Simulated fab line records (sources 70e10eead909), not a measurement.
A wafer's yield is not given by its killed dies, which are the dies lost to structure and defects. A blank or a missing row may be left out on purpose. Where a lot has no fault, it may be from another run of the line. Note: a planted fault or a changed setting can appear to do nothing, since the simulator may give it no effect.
Matching of chambers ; flow nand harc ; 4 sister chambers for NHARC_A_STAIRCASE_ETCH_19 on rie diel-03
The step etches the open film in C4F8/O2, target depth 100 nm, time 40.5 s. 4 wafers are shown with their chamber, then 7 later ones without.

== WAFERS PAIRED WITH THEIR CHAMBERS ==
wafer;chamber;rf vpp V (V)
L544.5;3;896
L549.5;2;893
L554.2;0;895
L554.4;1;904

== WAFERS WITHOUT THEIR CHAMBER ==
wafer;rf vpp V (V)
L554.5;894
L557.4;894
L557.5;894
L557.6;892
L560.3;897
L560.5;895
L560.6;893

== CHAMBER TAKEN BY EACH ==
wafer;from the rows above;in truth
L554.5;can't be placed: 0 or 2 or 3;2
L557.4;can't be placed: 0 or 2 or 3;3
L557.5;can't be placed: 0 or 2 or 3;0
L557.6;2;2
L560.3;can't be placed: 3 or 0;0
L560.5;can't be placed: 0 or 3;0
L560.6;2;2
2 of 7 placed correctly. Unplaceable from these rows: 5, with the true chamber sitting among the candidates in 5. Wrongly placed: 0.
How it was worked out, from the rows above alone: a wafer's distance from a chamber is the root of the sum, over the readings, of the square of ((its reading less the chamber's mean) divided by the reading's scatter). The wafer belongs to the nearest chamber; if the next one is less than 2 further off, it can't be placed. For every chamber, the mean is computed from those of its wafers that are shown. The scatter: root of mean squared gap, hidden wafer to nearest shown wafer, with one shown wafer a chamber.
